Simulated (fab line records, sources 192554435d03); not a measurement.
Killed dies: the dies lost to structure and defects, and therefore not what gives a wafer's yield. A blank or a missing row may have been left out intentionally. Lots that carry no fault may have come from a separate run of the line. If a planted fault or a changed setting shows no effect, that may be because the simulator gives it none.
fab line records ; flow n5-finfet
record lots=6; wafers=16; last-day=16
route steps=1938 shown BEOL_M11@1542
lots that met no fault: from a run of the same line without faults
start-h: the number of hours between the record's first day and the start of the first shown wafer of the lot ; wait-h: time in hours since the lot's previous step ; " unchanged from the row above ; L1.1+2: one row covering several wafers at once ; - no value, or no start was given ; * or withheld: withheld ; < > ~ a bound
route shown NAME@n: NAME is a module with steps in the file, n the number in the route of the first one ; usual: the fault-free wafers' mean and standard deviation ; same: alike in all rows ; chamber/n: place in a boat ; sites: each site's reading ; _std_site: standard deviation of those values ; _edge_site: mean of outer sites minus mean of inner sites ; radius-mm: how far each site lies from the wafer's centre ; mask NAME#n: copy n ; behind: the most recent tool/chamber to have shaped the wafer ; hold: what put the lot on hold/how long, in hours/how the hold closed ; device: which transistor (n, p or np) failed to switch ; end of line: the same wafers' tests at the end of the route ; a step with no rows: only its recipe ; killed: count of dies lost to structure and defects at first sort (not the wafer's yield) ; map: dies across one wafer; x = killed, . = not, _ = none there
set.NAME: the setting as run; set.NAME@STEP: as run at that earlier step ; model.NAME: the simulator's own value behind a step, which no gauge read
lots at some steps of the route; a table a step, a row a wafer
services: from which hour (start-h, from the record's first day; less than 0 if before it) a tool's chamber was out of use, for how many hours, and why
## steps
# step N5_BEOL_M11_COAT_60
# recipe resist=SiARC; temp-c=220; time-s=60; spin-rpm=1500; resist-thk-nm=30
# step N5_BEOL_M11_COAT_05
# recipe resist=CAR-ArF; spin-rpm=1500; resist-thk-nm=90
# step N5_BEOL_M11_EBR_07
# recipe solvent=PGMEA; ebr-width-mm=1.5
# step N5_BEOL_M11_SOFTBAKE_06
# recipe temp-c=110; time-s=60; resist=CAR-ArF
# step N5_BEOL_M11_EXPOSE_08
# recipe mask-id=M11; na=1.35; source-shape=dipole; sigma-inner=0.411; sigma-outer=0.611; polarization=te; dose-mj=53.75
# step N5_BEOL_M11_PEB_09
# recipe peb-temp-c=withheld; peb-time-s=60; resist=CAR-ArF
# step N5_BEOL_M11_DEVELOP_10
# recipe develop-time-s=30; developer=TMAH; resist=CAR-ArF; rinse-liquid=diw; dry=air-spin; dev-temp-c=23
# step N5_BEOL_M11_CD_MEAS_11
# recipe target-cd-nm=64.1; landing-energy-ev=500; detector=se-inlens; polarity=opening
# usual cd-nm=64.1/0.51
lot.wafer;tool;chamber;start-h;wait-h;cd-nm
L481.1;cd-sem-02;0;209.78;-;64.0
L481.2;cd-sem-02;0;209.78;-;64.0
L481.3;cd-sem-02;0;209.78;-;64.8
L484.1;cd-sem-02;0;231.33;-;63.8
L484.3;cd-sem-02;0;231.33;-;63.9
L484.6;cd-sem-02;0;231.33;-;63.6
L489.2;cd-sem-02;0;271.71;-;63.9
L489.3;cd-sem-02;0;271.71;-;64.7
L491.3;cd-sem-03;0;276.70;-;63.9
L491.5;cd-sem-03;0;276.70;-;64.5
L500.1;cd-sem-03;0;337.30;-;64.5
L500.3;cd-sem-03;0;337.30;-;64.9
L500.5;cd-sem-03;0;337.30;-;64.8
L498.2;cd-sem-02;0;344.10;-;64.1
L498.3;cd-sem-02;0;344.10;-;64.2
L498.6;cd-sem-02;0;344.10;-;63.6
# step N5_BEOL_M11_OVL_MEAS_12
# recipe points-per-wafer=44
# usual M11_OVL=0.5/0.79
lot.wafer;tool;chamber;start-h;wait-h;M11_OVL[nm]
L481.1;overlay-01;0;209.81;0.0;2.8
L481.2;overlay-01;0;209.81;0.0;1.9
L481.3;overlay-01;0;209.81;0.0;2.2
L484.1;overlay-02;0;231.36;0.0;0.3
L484.3;overlay-02;0;231.36;0.0;-0.8
L484.6;overlay-02;0;231.36;0.0;0.6
L489.2;overlay-02;0;271.74;0.0;1.4
L489.3;overlay-02;0;271.74;0.0;0.1
L491.3;overlay-01;0;276.73;0.0;0.4
L491.5;overlay-01;0;276.73;0.0;1.5
L500.1;overlay-02;0;337.33;0.0;0.6
L500.3;overlay-02;0;337.33;0.0;0.4
L500.5;overlay-02;0;337.33;0.0;0.5
L498.2;overlay-01;0;344.13;0.0;-0.4
L498.3;overlay-01;0;344.13;0.0;1.8
L498.6;overlay-01;0;344.13;0.0;0.3
# step N5_BEOL_M11_INSPECT_13
# recipe mode=adi; inspect-instrument=brightfield
# usual raw-defect-count=399/92
lot.wafer;tool;chamber;start-h;wait-h;raw-defect-count
L481.1;defect-inspect-01;-;209.83;0.0;383
L481.2;defect-inspect-01;-;209.83;0.0;486
L481.3;defect-inspect-01;-;209.83;0.0;324
L484.1;defect-inspect-02;-;231.38;0.0;248
L484.3;defect-inspect-02;-;231.38;0.0;433
L484.6;defect-inspect-02;-;231.38;0.0;293
L489.2;defect-inspect-01;-;271.76;0.0;493
L489.3;defect-inspect-01;-;271.76;0.0;561
L491.3;defect-inspect-02;-;276.75;0.0;351
L491.5;defect-inspect-02;-;276.75;0.0;318
L500.1;defect-inspect-01;-;337.36;0.0;396
L500.3;defect-inspect-01;-;337.36;0.0;419
L500.5;defect-inspect-01;-;337.36;0.0;282
L498.2;defect-inspect-02;-;344.15;0.0;404
L498.3;defect-inspect-02;-;344.15;0.0;400
L498.6;defect-inspect-02;-;344.15;0.0;326
# step N5_BEOL_M11_DESCUM_16
# recipe chemistry=O2; time-s=7.9; source-power-w=50; bias-power-w=20; pressure-mtorr=20; rf-frequency-hz=2.712e+07; temp-c=40; resist=CAR-ArF; o2-flow-sccm=225
# usual drypump-motor-current-A=5.6/0.52; oes-product-au=0.82/0.11; rf-vpp-V=243.0/1.5; showerhead-plenum-p-Torr=2.09/0.08; throttle-valve-pct=20.3/0.32
lot.wafer;tool;chamber;start-h;wait-h;drypump-motor-current-A;oes-product-au;rf-hours-counter-h;rf-vpp-V;showerhead-plenum-p-Torr;throttle-valve-pct
L481.1;rie-diel-03;1;209.86;0.0;4.9;0.85;56;245.6;2.21;20.6
L481.2;rie-diel-03;2;209.86;0.0;6.6;0.75;166;243.5;2.19;20.4
L481.3;rie-diel-03;3;209.86;0.0;5.5;0.95;9;241.4;2.06;20.4
L484.1;rie-diel-04;0;231.42;0.0;5.1;0.69;225;241.2;1.98;20.3
L484.3;rie-diel-04;1;231.42;0.0;5.0;0.70;182;243.2;2.00;20.5
L484.6;rie-diel-04;1;231.42;0.0;5.0;0.70;-;242.8;2.00;20.5
L489.2;rie-diel-04;3;271.80;0.0;6.0;0.75;154;242.7;2.01;20.5
L489.3;rie-diel-04;1;271.80;0.0;5.0;0.69;194;240.4;2.00;20.5
L491.3;rie-diel-04;1;276.79;0.0;5.0;0.68;195;242.3;2.00;20.5
L491.5;rie-diel-04;3;276.79;0.0;6.0;0.75;-;242.5;2.01;20.5
L500.1;rie-diel-03;1;337.39;0.0;4.9;0.82;90;245.7;2.19;20.7
L500.3;rie-diel-03;2;337.39;0.0;6.6;0.72;200;243.2;2.17;20.5
L500.5;rie-diel-03;0;337.39;0.0;5.7;0.89;-;242.3;2.06;20.4
L498.2;rie-diel-03;2;344.18;0.0;6.6;0.72;202;244.1;2.17;20.5
L498.3;rie-diel-03;1;344.18;0.0;4.9;0.81;92;245.2;2.19;20.7
L498.6;rie-diel-03;3;344.18;0.0;5.5;0.88;-;240.9;2.05;20.5
# step N5_BEOL_M11_ETCH_61
# recipe chemistry=CF4; target=SiARC; target-depth-a=390; mask-material=CAR-ArF; time-s=65; ion-energy-ev=80; pressure-mtorr=40; source-w=545; bias-w=36; Ar_flow_sccm=100; cf4-flow-sccm=100; ends=cleared
# usual bias-w=36.03/0.11; drypump-motor-current-A=5.6/0.51; etch-rf-on-time-s=64.2/1.8; oes-product-au=0.71/0.089; rf-vpp-V=184.0/1.3; showerhead-plenum-p-Torr=2.13/0.076; throttle-valve-pct=15.46/0.29
lot.wafer;tool;chamber;start-h;wait-h;bias-w;drypump-motor-current-A;etch-rf-on-time-s;oes-product-au;rf-hours-counter-h;rf-vpp-V;showerhead-plenum-p-Torr;throttle-valve-pct
L481.1;rie-diel-03;1;209.90;0.0;35.90;4.9;64.1;0.73;56;186.0;2.25;15.76
L481.2;rie-diel-03;2;209.90;0.0;36.15;6.6;66.1;0.63;166;186.2;2.20;15.51
L481.3;rie-diel-03;3;209.90;0.0;36.20;5.5;62.8;0.82;9;182.9;2.11;15.47
L484.1;rie-diel-04;0;231.45;0.0;35.94;5.1;63.9;0.60;225;182.6;2.03;15.58
L484.3;rie-diel-04;1;231.45;0.0;36.02;5.0;65.4;0.60;182;184.6;2.05;15.64
L484.6;rie-diel-04;1;231.45;0.0;35.89;5.0;65.9;0.60;-;183.0;2.05;15.64
L489.2;rie-diel-04;3;271.83;0.0;36.08;6.1;64.3;0.64;154;182.6;2.06;15.70
L489.3;rie-diel-04;1;271.83;0.0;36.23;5.0;66.7;0.59;194;183.2;2.05;15.64
L491.3;rie-diel-04;1;276.82;0.0;35.94;5.0;66.5;0.60;195;183.8;2.04;15.68
L491.5;rie-diel-04;3;276.82;0.0;35.90;6.1;63.8;0.65;-;182.5;2.06;15.71
L500.1;rie-diel-03;1;337.43;0.0;36.17;4.9;64.0;0.70;90;187.3;2.24;15.80
L500.3;rie-diel-03;2;337.43;0.0;35.83;6.6;64.7;0.63;200;185.7;2.19;15.58
L500.5;rie-diel-03;0;337.43;0.0;36.09;5.6;61.2;0.78;-;183.7;2.10;15.44
L498.2;rie-diel-03;2;344.22;0.0;35.97;6.6;66.2;0.62;202;184.2;2.19;15.58
L498.3;rie-diel-03;1;344.22;0.0;36.04;4.9;63.5;0.70;92;186.3;2.24;15.82
L498.6;rie-diel-03;3;344.22;0.0;36.02;5.4;61.7;0.75;-;182.6;2.10;15.55
# step N5_BEOL_M11_ETCH_62
# recipe chemistry=N2/H2; target=SOC; target-depth-a=1100; overetch-a=220; mask-material=SiARC; temp-c=40; time-s=165; ion-energy-ev=200; pressure-mtorr=30; source-w=840; bias-w=150; n2-flow-sccm=200; h2-flow-sccm=200
# usual bias-w=150.0/0.43; drypump-motor-current-A=5.6/0.52; h2-flow-sccm=200.0/0.55; n2-flow-sccm=200.1/0.52; oes-product-au=0.70/0.082; rf-vpp-V=523.6/2.8; showerhead-plenum-p-Torr=2.53/0.1; throttle-valve-pct=17.7/0.35
lot.wafer;tool;chamber;start-h;wait-h;bias-w;drypump-motor-current-A;h2-flow-sccm;n2-flow-sccm;oes-product-au;rf-hours-counter-h;rf-vpp-V;showerhead-plenum-p-Torr;throttle-valve-pct;model.SiARC_of_BEOL_M11_COAT_60.thk-nm
L481.1;rie-diel-03;1;209.95;0.0;149.5;4.9;200.4;199.7;0.70;56;529.1;2.69;18.1;23.4
L481.2;rie-diel-03;2;209.95;0.0;149.6;6.6;198.9;200.4;0.64;166;526.8;2.62;17.6;23.6
L481.3;rie-diel-03;3;209.95;0.0;149.6;5.5;199.5;199.9;0.80;9;521.2;2.49;17.8;23.4
L484.1;rie-diel-04;0;231.50;0.0;150.1;5.1;199.6;199.6;0.59;225;521.0;2.40;17.7;23.2
L484.3;rie-diel-04;1;231.50;0.0;149.6;5.0;199.5;199.0;0.61;182;520.4;2.42;17.9;23.8
L484.6;rie-diel-04;1;231.50;0.0;149.6;5.0;199.8;200.9;0.60;-;521.4;2.42;17.9;23.8
L489.2;rie-diel-04;3;271.88;0.0;150.1;6.1;200.2;199.7;0.59;155;521.4;2.43;17.8;22.8
L489.3;rie-diel-04;1;271.88;0.0;150.5;5.0;199.5;199.6;0.60;194;521.2;2.41;17.9;24
L491.3;rie-diel-04;1;276.87;0.0;150.9;5.0;200.3;199.7;0.59;195;520.6;2.41;17.9;24
L491.5;rie-diel-04;3;276.87;0.0;150.4;6.1;199.4;199.6;0.59;-;520.5;2.43;17.8;22.8
L500.1;rie-diel-03;1;337.48;0.0;149.9;4.9;199.1;200.2;0.68;90;526.5;2.68;18.2;23.6
L500.3;rie-diel-03;2;337.48;0.0;149.7;6.6;200.0;200.3;0.62;200;527.5;2.61;17.7;23.6
L500.5;rie-diel-03;0;337.48;0.0;150.9;5.7;200.0;200.0;0.75;-;521.4;2.47;17.7;23.4
L498.2;rie-diel-03;2;344.27;0.0;149.5;6.6;199.7;200.2;0.62;202;525.1;2.61;17.7;23.6
L498.3;rie-diel-03;1;344.27;0.0;149.6;4.9;200.7;200.0;0.68;92;527.1;2.68;18.2;23.4
L498.6;rie-diel-03;3;344.27;0.0;150.1;5.4;200.2;200.7;0.73;-;521.8;2.48;17.8;23.2
# step N5_BEOL_M11_STRIP_68
# recipe chemistry=N2/H2; temp-c=40; n2-flow-sccm=200; h2-flow-sccm=200; rf-frequency-hz=6e+07
# step N5_BEOL_M11_STRIP_67
# recipe chemistry=CF4; resist=SiARC; power-w=300; bias-power-w=75; pressure-mtorr=50; cf4-flow-sccm=150; rf-frequency-hz=6e+07
# usual drypump-motor-current-A=5.6/0.52; oes-product-au=0.82/0.097; rf-vpp-V=270.9/1.7; showerhead-plenum-p-Torr=1.79/0.06; throttle-valve-pct=13.4/0.31
lot.wafer;tool;chamber;start-h;wait-h;drypump-motor-current-A;oes-product-au;rf-hours-counter-h;rf-vpp-V;showerhead-plenum-p-Torr;throttle-valve-pct
L481.1;rie-diel-03;1;210.10;0.0;4.9;0.85;56;272.7;1.89;13.7
L481.2;rie-diel-03;2;210.10;0.0;6.6;0.76;166;272.7;1.84;13.5
L481.3;rie-diel-03;3;210.10;0.0;5.4;0.94;10;269.4;1.77;13.4
L484.1;rie-diel-04;0;231.65;0.0;5.1;0.70;225;268.5;1.70;13.6
L484.3;rie-diel-04;1;231.65;0.0;5.0;0.71;182;268.4;1.72;13.6
L484.6;rie-diel-04;1;231.65;0.0;5.0;0.72;-;270.8;1.72;13.6
L489.2;rie-diel-04;3;272.03;0.0;6.0;0.74;155;270.6;1.74;13.7
L489.3;rie-diel-04;1;272.03;0.0;5.0;0.71;194;269.7;1.71;13.6
L491.3;rie-diel-04;1;277.02;0.0;5.0;0.71;195;267.3;1.71;13.6
L491.5;rie-diel-04;3;277.02;0.0;6.1;0.76;-;269.6;1.74;13.7
L500.1;rie-diel-03;1;337.62;0.0;4.9;0.80;90;274.4;1.88;13.8
L500.3;rie-diel-03;2;337.62;0.0;6.6;0.73;200;271.9;1.83;13.6
L500.5;rie-diel-03;0;337.62;0.0;5.7;0.88;-;268.8;1.76;13.4
L498.2;rie-diel-03;2;344.41;0.0;6.6;0.73;202;271.9;1.83;13.6
L498.3;rie-diel-03;1;344.41;0.0;4.9;0.81;92;274.9;1.88;13.8
L498.6;rie-diel-03;3;344.41;0.0;5.5;0.86;-;270.6;1.76;13.5
# step N5_BEOL_M11_HM_OPEN_17
# recipe chemistry=Cl2/BCl3; target-depth-a=200; overetch-a=60; target=TiN; mask-material=SOC; ion-energy-ev=150; pressure-mtorr=10; icp-w=1000; bias-w=126; Cl2_flow_sccm=53.25; bcl3-flow-sccm=21.75; Ar_flow_sccm=25
# usual bcl3-flow-sccm=21.75/0.065; bias-w=126.1/0.39; drypump-motor-current-A=5.60/0.19; oes-product-au=0.68/0.1; throttle-valve-pct=22.19/0.17
lot.wafer;tool;chamber;start-h;wait-h;bcl3-flow-sccm;bias-w;drypump-motor-current-A;oes-product-au;rf-hours-counter-h;throttle-valve-pct;model.etch.depth-nm
L481.1;rie-metal-02;1;210.14;0.0;21.78;126.2;5.65;0.53;117;22.56;20.29
L481.2;rie-metal-02;0;210.14;0.0;21.82;126.8;5.87;0.75;13;22.27;20.4
L481.3;rie-metal-02;1;210.14;0.0;21.71;126.5;5.67;0.53;-;22.56;20.37
L484.1;rie-metal-01;0;231.69;0.0;21.76;126.3;5.31;0.68;38;22.06;20.33
L484.3;rie-metal-01;0;231.69;0.0;21.85;126.8;5.32;0.68;-;22.06;20.23
L484.6;rie-metal-01;0;231.69;0.0;21.79;126.5;5.32;0.68;-;22.07;20.27
L489.2;rie-metal-02;0;272.10;0.1;21.74;126.3;5.87;0.68;-;22.37;17.91
L489.3;rie-metal-02;0;272.10;0.1;21.81;126.2;5.86;0.74;-;22.30;20.29
L491.3;rie-metal-03;0;277.12;0.1;21.76;126.0;5.54;0.52;-;22.52;19.66
L491.5;rie-metal-03;0;277.12;0.1;21.77;125.9;5.53;0.48;-;22.58;17.44
L500.1;rie-metal-01;0;337.66;0.0;21.84;125.9;5.32;0.66;47;22.09;20.29
L500.3;rie-metal-01;0;337.66;0.0;21.64;126.1;5.36;0.65;-;22.10;19.89
L500.5;rie-metal-01;0;337.66;0.0;21.82;126.2;5.31;0.65;-;22.07;20.25
L498.2;rie-metal-02;0;344.46;0.0;21.70;125.8;5.86;0.69;27;22.32;19.73
L498.3;rie-metal-02;1;344.46;0.0;21.79;126.3;5.65;0.78;-;21.99;19.75
L498.6;rie-metal-02;1;344.46;0.0;21.82;126.8;5.67;0.78;-;22.00;19.88
# step N5_BEOL_M11_STRIP_19
# recipe chemistry=O2; power-w=400; temp-c=40; pressure-mtorr=30; rf-frequency-hz=6e+07; bias-power-w=0; overash-fraction=0.2; o2-flow-sccm=225
# usual drypump-motor-current-A=5.5/0.49; oes-product-au=0.81/0.11; rf-vpp-V=3.6/0.55; showerhead-plenum-p-Torr=2.08/0.081; throttle-valve-pct=16.5/0.33
lot.wafer;tool;chamber;start-h;wait-h;drypump-motor-current-A;oes-product-au;rf-hours-counter-h;rf-vpp-V;showerhead-plenum-p-Torr;throttle-valve-pct
L481.1;rie-diel-05;2;210.25;0.1;5.7;0.65;248;4.1;2.15;16.5
L481.2;rie-diel-05;3;210.25;0.1;5.0;0.99;1;3.6;2.04;15.9
L481.3;rie-diel-05;1;210.25;0.1;5.8;0.69;250;3.5;1.98;16.7
L484.1;rie-diel-05;3;231.89;0.2;5.0;0.95;9;4.4;2.04;15.9
L484.3;rie-diel-05;2;231.89;0.2;5.7;0.64;257;4.3;2.15;16.5
L484.6;rie-diel-05;3;231.89;0.2;5.0;0.96;-;3.3;2.04;15.9
L489.2;rie-diel-04;1;272.27;0.1;5.0;0.69;194;3.5;2.00;16.7
L489.3;rie-diel-04;2;272.27;0.1;6.3;0.68;246;3.4;2.07;17.0
L491.3;rie-diel-05;2;277.26;0.1;5.7;0.99;4;4.8;2.15;16.1
L491.5;rie-diel-05;3;277.26;0.1;5.0;0.91;-;2.8;2.03;15.9
L500.1;rie-diel-04;2;337.77;0.1;6.2;0.94;12;4.1;2.06;16.7
L500.3;rie-diel-04;3;337.77;0.1;6.1;0.72;181;3.9;2.01;16.8
L500.5;rie-diel-04;2;337.77;0.1;6.3;0.96;-;3.4;2.06;16.6
L498.2;rie-diel-03;1;344.57;0.1;4.9;0.81;92;4.2;2.20;16.9
L498.3;rie-diel-03;0;344.57;0.1;5.6;0.88;35;3.6;2.06;16.6
L498.6;rie-diel-03;1;344.57;0.1;4.9;0.82;-;4.1;2.20;16.9
## services
tool;chamber;start-h;hours;kind
rie-diel-03;0;193.33;-;clean
rie-diel-03;0;193.33;-;consumable-replace:focus-ring
rie-diel-03;0;193.33;26.6;scheduled-down
rie-diel-03;0;193.33;26.6;vent-cycle
rie-diel-05;1;212.43;-;clean
rie-diel-05;1;212.43;-;consumable-replace:focus-ring
rie-diel-05;1;212.43;-;consumable-replace:showerhead
rie-diel-05;1;212.43;30.8;scheduled-down
rie-diel-05;1;212.43;30.8;vent-cycle
rie-diel-05;2;243.42;-;clean
rie-diel-05;2;243.42;-;consumable-replace:focus-ring
rie-diel-05;2;243.42;18.1;scheduled-down
rie-diel-05;2;243.42;18.1;vent-cycle
rie-metal-02;1;261.93;-;clean
rie-metal-02;1;261.93;24.4;scheduled-down
rie-diel-04;2;287.02;-;clean
rie-diel-04;2;287.02;-;consumable-replace:focus-ring
rie-diel-04;0;309.21;-;clean
rie-diel-04;0;309.21;-;consumable-replace:esc
rie-diel-04;0;309.21;-;consumable-replace:focus-ring
rie-diel-04;0;309.21;-;consumable-replace:showerhead
rie-diel-04;0;309.21;25.9;scheduled-down
rie-diel-04;0;309.21;25.9;vent-cycle
rie-diel-03;1;342.20;1.8;repair
## key
first-sign none at tools or gauges
model-effect step=N5_BEOL_M11_ETCH_62; value=SiARC_of_BEOL_M11_COAT_60.thk-nm; without=23.6; struck=22.8
model-effect step=N5_BEOL_M11_HM_OPEN_17; value=etch.depth-nm; without=19.87; struck=17.68
met-at N5_BEOL_M11_ETCH_62
struck-wafers L489.2,L491.5
onset-between 231.50 271.88
fault kind=process-parameter-drift; tool=rie-diel-04; chamber=-; onset-h=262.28; steps=N5_BEOL_M11_ETCH_62; channel=time-s; offset=*; shape=step; end-h=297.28; scope=struck-wafers-only; acts-in=*; stated=*
